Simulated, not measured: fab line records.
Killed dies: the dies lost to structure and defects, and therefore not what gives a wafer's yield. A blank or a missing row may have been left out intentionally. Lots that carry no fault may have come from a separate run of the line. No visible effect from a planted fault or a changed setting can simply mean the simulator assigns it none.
A struck lot beside a sound one -- flow nand-harc -- 14 out of 1159 route steps
Sound: wafers L223.2, L223.3, L223.5. Wafers L235.1, L235.3, L235.6 were the ones struck. Last of all comes the cause.
For every step that has rows: the tool of each side, followed by ch and its chambers, followed by its first start. Under that, the readings that differ: sound wafers -- struck wafers -- difference of the means -- sigmas: that difference in standard deviations of wafers without a fault.
alike: same words and numbers on both sides, and readings whose means sit less than 2 such deviations apart. not compared: any withheld reading, any reading some wafer has no value for, any bound like >300 that may hide the same value, and any number with overlapping values for which the record gives no deviation.
A row with sigmas, a row that says differs or no value, or rows on one side alone: a step with any of these is where the two part. Numbers that don't overlap but have no deviation are shown without sigmas and don't part them. Lack of a reading on every wafer of one side parts them only where that side has two or more wafers.

NHARC_A_STAIRCASE_DESCUM_168: chemistry O2, time 3 s.
  sound on rie-diel-02 ch 0,1, day 11 14:16; struck on rie-diel-05 ch 0,2,3, day 14 21:54
  alike: drypump-motor-current-A, oes-product-au, rf-vpp-V, showerhead-plenum-p-Torr, throttle-valve-pct
  not compared: rf-hours-counter-h
NHARC_A_STAIRCASE_ETCH_169: etches the open film in CH3F/O2, target depth 50 nm, time 107.1 s.
  sound on rie-diel-02 ch 0,2,3, day 11 14:22; struck on rie-diel-05 ch 0,1,3, day 14 21:59
  alike: drypump-motor-current-A, oes-product-au, rf-vpp-V, showerhead-plenum-p-Torr, throttle-valve-pct
  not compared: rf-hours-counter-h
NHARC_A_STAIRCASE_ETCH_170: etches the open film in C4F6/O2, target depth 200 nm, time 66.667 s.
  sound on rie-diel-02 ch 0,2,3; struck on rie-diel-05 ch 0,1
reading,sound,struck,difference,sigmas
oes-product-au (a.u.),1.015 1.020 0.997,0.976 0.973 0.972,-0.037,-2
  alike: drypump-motor-current-A, rf-vpp-V, showerhead-plenum-p-Torr, throttle-valve-pct
  not compared: rf-hours-counter-h
NHARC_A_STAIRCASE_STRIP_171: strips in O2.
  sound on plasma-asher-02 ch 0,1, day 11 14:38; struck on plasma-asher-01 ch 0,1, day 14 22:16
  alike: drypump-motor-current-A, heater-power-w
  not compared: rf-hours-counter-h
then, 8 steps without rows for these wafers: NHARC_A_STAIRCASE_STRIP_172 (strips in SPM, time 900 s); NHARC_A_STAIRCASE_PRECLEAN_173 (cleans in SC1); NHARC_A_STAIRCASE_SRD_174; NHARC_A_STAIRCASE_DEHYDRATE_01 (time 120 s); NHARC_A_STAIRCASE_HMDS_02 (time 30 s); NHARC_A_STAIRCASE_COAT_03; NHARC_A_STAIRCASE_SOFTBAKE_04 (time 170 s); NHARC_A_STAIRCASE_EBR_05.
NHARC_A_STAIRCASE_EXPOSE_06: exposes mask STAIR.
  sound on krf-scanner-01 ch 0, day 11 15:43; struck on krf-scanner-01 ch 0, day 14 23:23
reading,sound,struck,difference,sigmas
model.A_STAIRCASE.overlay-x-nm (nm),3.209 3.209 3.209,70.28 70.28 70.28,+67.07,
  alike: mask
then, 1 step without rows for these wafers: NHARC_A_STAIRCASE_PEB_07 (peb time 130 s).

== WHERE THEY PART ==
Only at NHARC_A_STAIRCASE_ETCH_170, as far as this record shows. Later steps at which nothing parts them and some readings are alike: NHARC_A_STAIRCASE_STRIP_171, NHARC_A_STAIRCASE_EXPOSE_06.

WHY: what had been put in by the simulator
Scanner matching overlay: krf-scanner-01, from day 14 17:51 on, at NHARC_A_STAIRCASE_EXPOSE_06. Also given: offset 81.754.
